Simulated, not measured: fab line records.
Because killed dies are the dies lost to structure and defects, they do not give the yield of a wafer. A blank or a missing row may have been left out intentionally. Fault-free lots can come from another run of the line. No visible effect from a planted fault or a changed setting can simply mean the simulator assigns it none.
Chamber matching ; flow nand harc ; 3 sister chambers for NHARC_A_SGD_CUT_DEP_00 on pecvd-03
The step deposits SiNx, target thk 50 nm. 6 wafers are shown with their chamber, then 11 later ones without.

== EACH WAFER AND ITS CHAMBER ==
wafer;chamber;heater power w (W)
L086.4;1;765
L087.5;0;701
L088.2;0;714
L088.3;1;678
L088.6;2;565
L088.1;2;572

== WAFERS MISSING THEIR CHAMBER ==
wafer;heater power w (W)
L088.4;671
L088.5;704
L092.1;536
L092.3;722
L092.6;679
L093.3;703
L093.5;570
L093.6;669
L097.2;547
L097.3;607
L097.5;599

== CHAMBER TAKEN BY EACH ==
wafer;from the rows above;in truth
L088.4;can't be placed: 0 or 1 or 2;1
L088.5;can't be placed: 0 or 1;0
L092.1;2;2
L092.3;can't be placed: 1 or 0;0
L092.6;can't be placed: 0 or 1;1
L093.3;can't be placed: 0 or 1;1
L093.5;2;2
L093.6;can't be placed: 0 or 1 or 2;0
L097.2;2;2
L097.3;can't be placed: 2 or 0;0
L097.5;2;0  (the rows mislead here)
Correct placement for 3 of the 11. Not placeable from these rows: 7 (in 7, the candidates include the true chamber). Wrongly placed: 1.
How it was worked out, from the rows above alone: a wafer's distance from a chamber is the root of the sum, over the readings, of the square of ((its reading less the chamber's mean) divided by the reading's scatter). The wafer belongs to the nearest chamber; if the next one is less than 2 further off, it can't be placed. The mean given for a chamber averages the wafers shown for that chamber. The scatter: take each reading less its chamber's mean, square it, sum over the shown wafers, divide by the number of wafers less the number of chambers, and take the root.
